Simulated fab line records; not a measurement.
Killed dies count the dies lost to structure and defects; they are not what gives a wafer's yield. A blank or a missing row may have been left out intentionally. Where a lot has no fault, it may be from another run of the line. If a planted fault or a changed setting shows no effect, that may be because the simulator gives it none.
What tool caused it? + flow nand-harc + 72 wafers from 24 lots sampled at 2 of the route's 1159 steps

## WHAT EACH GAUGE READ, for each wafer
NHARC_A_SGD_CUT_INSPECT_25.
| lot  | measured     | on                | raw-defect-count |
|------|--------------|-------------------|------------------|
| L074 | day 14 02:44 | defect-inspect-01 | 260 157 243      |
| L075 | day 15 04:16 | defect-inspect-01 | 303 284 233      |
| L078 | day 15 04:25 | defect-inspect-02 | 196 207 196      |
| L076 | day 15 04:24 | defect-inspect-02 | 425 349 297      |
| L077 | day 15 04:26 | defect-inspect-01 | 291 227 398      |
| L081 | day 15 10:17 | defect-inspect-02 | 266 260 219      |
| L080 | day 15 20:05 | defect-inspect-02 | 277 378 353      |
| L082 | day 16 00:04 | defect-inspect-01 | 254 263 269      |
| L079 | day 16 00:07 | defect-inspect-01 | 403 406 298      |
| L083 | day 16 09:55 | defect-inspect-02 | 246 307 269      |
| L084 | day 16 23:05 | defect-inspect-02 | 279 250 240      |
| L086 | day 16 23:08 | defect-inspect-01 | 406 398 343      |
| L087 | day 17 08:03 | defect-inspect-02 | 249 402 426      |
| L085 | day 17 14:02 | defect-inspect-01 | 382 247 262      |
| L089 | day 17 20:14 | defect-inspect-01 | 224 196 183      |
| L091 | day 18 06:31 | defect-inspect-02 | 296 392 278      |
| L088 | day 18 06:31 | defect-inspect-01 | 306 251 249      |
| L090 | day 18 06:37 | defect-inspect-01 | 346 343 357      |
| L093 | day 18 06:41 | defect-inspect-02 | 233 289 195      |
| L092 | day 18 06:41 | defect-inspect-01 | 587 437 374      |
| L094 | day 18 15:14 | defect-inspect-01 | 345 427 336      |
| L096 | day 19 04:08 | defect-inspect-02 | 309 521 269      |
| L095 | day 19 04:08 | defect-inspect-01 | 257 268 348      |
| L097 | day 20 05:34 | defect-inspect-02 | 313 229 429      |

## TOOL THAT RAN EACH LOT (tool first, then ch and the chambers of the sampled wafers, then the start)
| lot  | NHARC_A_STAIRCASE_DEP_322       |
|------|---------------------------------|
| L074 | pecvd-03 ch 0,2, day 12 20:01   |
| L075 | pecvd-01 ch 0,2, day 13 17:06   |
| L078 | pecvd-04 ch 1,2, day 13 17:07   |
| L076 | pecvd-04 ch 0,1, day 13 17:46   |
| L077 | pecvd-01 ch 0,1,2, day 13 21:44 |
| L081 | pecvd-04 ch 0,1, day 14 04:35   |
| L080 | pecvd-01 ch 0,1,2, day 14 09:13 |
| L082 | pecvd-01 ch 1,2, day 14 18:05   |
| L079 | pecvd-04 ch 0,1,2, day 14 18:05 |
| L083 | pecvd-04 ch 1,2, day 15 06:40   |
| L084 | pecvd-03 ch 0,1, day 15 17:05   |
| L086 | pecvd-04 ch 0,1, day 15 17:07   |
| L087 | pecvd-03 ch 0,1,2, day 16 00:28 |
| L085 | pecvd-04 ch 1,2, day 16 06:32   |
| L089 | pecvd-04 ch 0,2, day 16 13:13   |
| L091 | pecvd-01 ch 1,2, day 16 19:56   |
| L088 | pecvd-03 ch 0,2, day 16 20:04   |
| L090 | pecvd-03 ch 0,1,2, day 17 01:49 |
| L093 | pecvd-01 ch 0,1,2, day 17 01:59 |
| L092 | pecvd-01 ch 1,2, day 17 02:22   |
| L094 | pecvd-03 ch 0,1, day 17 11:25   |
| L096 | pecvd-03 ch 0,1, day 17 21:44   |
| L095 | pecvd-01 ch 0,1,2, day 17 21:49 |
| L097 | pecvd-03 ch 0,1,2, day 18 19:04 |
- NHARC_A_STAIRCASE_DEP_322: deposits SiO2, target thk 3800 nm.

## WHAT THE TOOLS THEMSELVES READ (means of the sampled wafers that have a number; where no wafer has one, the mark that the record gives instead)
NHARC_A_STAIRCASE_DEP_322.
| lot  | tool     | heater-power-w (W) |
|------|----------|--------------------|
| L074 | pecvd-03 | 550                |
| L075 | pecvd-01 | 552                |
| L078 | pecvd-04 | 672                |
| L076 | pecvd-04 | 610                |
| L077 | pecvd-01 | 573                |
| L081 | pecvd-04 | 553                |
| L080 | pecvd-01 | 609                |
| L082 | pecvd-01 | 599                |
| L079 | pecvd-04 | 566                |
| L083 | pecvd-04 | 606                |
| L084 | pecvd-03 | 593                |
| L086 | pecvd-04 | 553                |
| L087 | pecvd-03 | 535                |
| L085 | pecvd-04 | 635                |
| L089 | pecvd-04 | 558                |
| L091 | pecvd-01 | 652                |
| L088 | pecvd-03 | 525                |
| L090 | pecvd-03 | 621                |
| L093 | pecvd-01 | 624                |
| L092 | pecvd-01 | 683                |
| L094 | pecvd-03 | 563                |
| L096 | pecvd-03 | 601                |
| L095 | pecvd-01 | 600                |
| L097 | pecvd-03 | 654                |

## THE ANSWER, worked out from the rows above alone
Rule: the usual values come from the lots themselves. The widest of any qualifying gaps counts: lots, ordered by their means at a reading, are off when they make up no more than a third of the lots, leave a main group of 4 or more, and stand apart from it by 3 or more times the standard deviation of that group's means. Not used: any main group whose means are identical at the precision the tables above print for the reading. Also off: a lot with no number at a reading for which 4 or more lots have one. Any other lot the step has rows for is counted as sound. Order of review: gauges by route order, followed by the tools' own readings, for which a lot's mean as printed above is used. The first step at which some lot is off is used, and at that step the reading that is off furthest; a lot without a number counts as furthest.
Nothing can be told from this: no lot is off at any reading shown.

## WHAT THE SIMULATOR HAD INSERTED
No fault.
